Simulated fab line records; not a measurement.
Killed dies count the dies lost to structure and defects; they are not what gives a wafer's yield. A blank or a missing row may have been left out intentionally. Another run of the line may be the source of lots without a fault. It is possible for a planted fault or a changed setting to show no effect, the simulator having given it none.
The tool behind it: which one? + flow nand harc + 12 lots with 36 wafers sampled at 3 steps, on a route of 1159 steps

== WHAT EACH GAUGE READ, for each wafer ==
NHARC_P_CONTACT_OVL_MEAS_13. Usual: overlay x nm -0.1 nm, standard deviation 0.86; overlay y nm -0.1 nm, standard deviation 1.
| lot  | measured     | on         | overlay x nm (nm) | overlay y nm (nm) | flag |
|------|--------------|------------|-------------------|-------------------|------|
| L570 | day 6 04:07  | overlay-02 | -1.4 -1.4 -1.7    | -0.7 -1.3 -1.3    |      |
| L571 | day 6 19:28  | overlay-01 | 0.2 -0.1 -0.4     | 0.0 0.3 -0.6      |      |
| L574 | day 7 09:53  | overlay-01 | -1.6 -1.2 -0.8    | -1.8 -1.6 -1.0    |      |
| L575 | day 7 14:02  | overlay-01 | 0.4 0.5 0.8       | -1.0 -1.4 -1.4    |      |
| L577 | day 7 22:53  | overlay-01 | -0.8 -0.3 -0.9    | -0.5 -0.4 -0.2    |      |
| L580 | day 8 21:31  | overlay-01 | 0.7 0.7 0.9       | -0.7 -0.4 -0.2    |      |
| L579 | day 8 22:52  | overlay-01 | 13.2 13.4 12.8    | -1.5 -1.6 -1.5    | OFF  |
| L582 | day 9 09:42  | overlay-01 | 12.0 12.2 12.2    | 1.4 1.4 1.0       | OFF  |
| L584 | day 9 15:51  | overlay-01 | 11.0 11.3 11.8    | 0.0 0.5 0.1       | OFF  |
| L587 | day 10 14:25 | overlay-02 | 0.6 0.5 0.7       | 0.4 -0.5 -0.4     |      |
| L588 | day 10 20:14 | overlay-01 | 0.3 0.1 0.5       | -1.1 -0.8 -0.8    |      |
| L590 | day 11 05:22 | overlay-02 | 1.0 0.8 0.5       | -2.0 -1.7 -1.7    |      |

NHARC_P_CONTACT_INSPECT_14. Usual: raw defect count reads 4.0 (standard deviation 2.2).
| lot  | measured     | on                | raw defect count | flag |
|------|--------------|-------------------|------------------|------|
| L570 | day 6 04:08  | defect inspect-01 | 5 7 4            |      |
| L571 | day 6 19:31  | defect inspect-02 | 6 4 1            |      |
| L574 | day 7 09:55  | defect inspect-02 | 3 6 4            |      |
| L575 | day 7 14:05  | defect inspect-01 | 5 7 6            |      |
| L577 | day 7 22:55  | defect inspect-02 | 6 6 6            |      |
| L580 | day 8 21:34  | defect inspect-01 | 2 7 2            |      |
| L579 | day 8 22:54  | defect inspect-02 | 1 2 1            |      |
| L582 | day 9 09:44  | defect inspect-02 | 1 5 3            |      |
| L584 | day 9 15:53  | defect inspect-01 | 5 4 6            |      |
| L587 | day 10 14:26 | defect inspect-02 | 1 4 1            |      |
| L588 | day 10 20:16 | defect inspect-01 | 2 5 4            |      |
| L590 | day 11 05:25 | defect inspect-02 | 5 1 7            |      |

== TOOL THAT RAN EACH LOT (tool first, then ch and the chambers of the sampled wafers, then the start) ==
| lot  | NHARC_P_CONTACT_EXPOSE_09          |
|------|------------------------------------|
| L570 | arfi scanner-02 ch 0, day 6 03:53  |
| L571 | arfi scanner-01 ch 0, day 6 19:16  |
| L574 | arfi scanner-03 ch 0, day 7 09:39  |
| L575 | arfi scanner-02 ch 0, day 7 13:49  |
| L577 | arfi scanner-01 ch 0, day 7 22:39  |
| L580 | arfi scanner-01 ch 0, day 8 21:17  |
| L579 | arfi scanner-02 ch 0, day 8 22:38  |
| L582 | arfi scanner-02 ch 0, day 9 09:29  |
| L584 | arfi scanner-02 ch 0, day 9 15:37  |
| L587 | arfi scanner-01 ch 0, day 10 14:11 |
| L588 | arfi scanner-01 ch 0, day 10 20:01 |
| L590 | arfi scanner-03 ch 0, day 11 05:09 |
- NHARC_P_CONTACT_EXPOSE_09: exposes mask P CA, target cd 90 nm.

== AS READ BY THE TOOLS THEMSELVES (means over the sampled wafers that have a number; for cases with no such wafer, the mark the record gives instead) ==
NHARC_P_CONTACT_EXPOSE_09. Usual: exposure dose mJ cm2 reads 81.21 (standard deviation 0.077).
| lot  | tool            | exposure dose mJ cm2 | flag |
|------|-----------------|----------------------|------|
| L570 | arfi scanner-02 | 81.20                |      |
| L571 | arfi scanner-01 | 81.15                |      |
| L574 | arfi scanner-03 | 81.17                |      |
| L575 | arfi scanner-02 | 81.17                |      |
| L577 | arfi scanner-01 | 81.17                |      |
| L580 | arfi scanner-01 | 81.19                |      |
| L579 | arfi scanner-02 | 81.09                |      |
| L582 | arfi scanner-02 | 81.20                |      |
| L584 | arfi scanner-02 | 81.31                |      |
| L587 | arfi scanner-01 | 81.07                |      |
| L588 | arfi scanner-01 | 81.20                |      |
| L590 | arfi scanner-03 | 81.19                |      |

== THE ANSWER, worked out from the rows above alone ==
Rule: a lot is off if the mean of its wafers that have a number lies more than 3 standard deviations from the usual mean. Also off: a lot with no number at a reading for which 4 or more lots have one. Where the step has rows for the other lots, those lots are counted as sound. After the gauges, taken in route order, come the tools' own readings; for these a lot's mean is taken, as printed above. The first step at which some lot is off is used, and at that step the reading that is off furthest; a lot without a number counts as furthest.
Off at NHARC_P_CONTACT_OVL_MEAS_13 (overlay x nm): L579, L582, L584.
If a tool, at a process step before that reading, ran all the lots that are off and no sound lot after the first of them, it fits. Those tools and the gauges at NHARC_P_CONTACT_OVL_MEAS_13 are tried in the same way. One fits: arfi scanner-02 at NHARC_P_CONTACT_EXPOSE_09. A fault onset in the window from L575 (day 7 13:49, its last sound lot) to L579 (day 8 22:38, its first lot off) fits.

== WHAT THE SIMULATOR HAD INSERTED ==
Scanner matching overlay: arfi scanner-02, from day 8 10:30 on, at NHARC_P_CONTACT_EXPOSE_09. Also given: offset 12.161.
Lots struck among those shown: L579, L582, L584. This agrees with what the rule above found.
